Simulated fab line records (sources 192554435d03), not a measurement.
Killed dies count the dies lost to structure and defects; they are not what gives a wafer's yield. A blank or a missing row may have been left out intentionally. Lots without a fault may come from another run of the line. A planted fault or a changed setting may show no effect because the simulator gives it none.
Chamber matching | flow n5_finfet | 4 sister chambers for N5_DUMMY_REMOVAL_STRIP_10 on rie_diel-06
The step strips in N2/H2, time 40 s. 14 wafers are shown with their chamber, then 7 later ones without.

## EACH WAFER AND ITS CHAMBER
wafer  | chamber | drypump_motor_current_A (A) | showerhead_plenum_p_Torr (Torr) | throttle_valve_pct (%)
L075.3 | 0       | 5.9                         | 3.53                            | 12.41
L075.4 | 3       | 5.2                         | 3.27                            | 12.33
L075.5 | 1       | 5.4                         | 3.41                            | 11.60
L081.2 | 3       | 5.2                         | 3.26                            | 12.37
L081.3 | 2       | 6.2                         | 3.30                            | 12.08
L081.6 | 0       | 5.9                         | 3.52                            | 12.44
L085.1 | 0       | 5.9                         | 3.52                            | 12.47
L085.3 | 1       | 5.5                         | 3.40                            | 11.65
L085.5 | 0       | 5.9                         | 3.52                            | 12.47
L088.1 | 1       | 5.4                         | 3.40                            | 11.66
L088.2 | 2       | 6.2                         | 3.29                            | 12.12
L088.5 | 0       | 5.9                         | 3.51                            | 12.49
L090.1 | 3       | 5.2                         | 3.25                            | 12.40
L090.4 | 1       | 5.4                         | 3.40                            | 11.69

SIGNATURES, as means of the wafers listed above
reading                  | chamber 0 | chamber 1 | chamber 2 | chamber 3 | scatter within a chamber
drypump_motor_current_A  | 5.900     | 5.425     | 6.200     | 5.200     | 0.0274
showerhead_plenum_p_Torr | 3.5200    | 3.4025    | 3.2950    | 3.2600    | 0.00725
throttle_valve_pct       | 12.4560   | 11.6500   | 12.1000   | 12.3667   | 0.0337
Rule: a wafer lies at a distance from a chamber equal to the root of the sum of squares, over the readings, of (its reading less the chamber's mean, divided by the reading's scatter). The wafer belongs to the nearest chamber; if the next one is less than 2 further off, it can't be placed. The scatter is the square root of a quotient: the sum, over the shown wafers, of each reading's squared deviation from its chamber's mean, divided by wafers minus chambers.

## WAFERS WITH NO CHAMBER GIVEN
wafer  | drypump_motor_current_A (A) | showerhead_plenum_p_Torr (Torr) | throttle_valve_pct (%)
L090.5 | 5.2                         | 3.25                            | 12.38
L094.3 | 5.4                         | 3.39                            | 11.68
L094.4 | 6.2                         | 3.29                            | 12.14
L094.6 | 5.4                         | 3.39                            | 11.70
L096.1 | 5.4                         | 3.39                            | 11.71
L096.2 | 5.2                         | 3.25                            | 12.41
L096.4 | 5.9                         | 3.51                            | 12.51

## WHICH CHAMBER EACH WENT THROUGH
wafer  | from the rows above | in truth
L090.5 | 3                   | 3
L094.3 | 1                   | 1
L094.4 | 2                   | 2
L094.6 | 1                   | 1
L096.1 | 1                   | 1
L096.2 | 3                   | 3
L096.4 | 0                   | 0
Placed correctly: 7 of 7. Left unplaced by these rows: 0. Wrongly placed: 0.
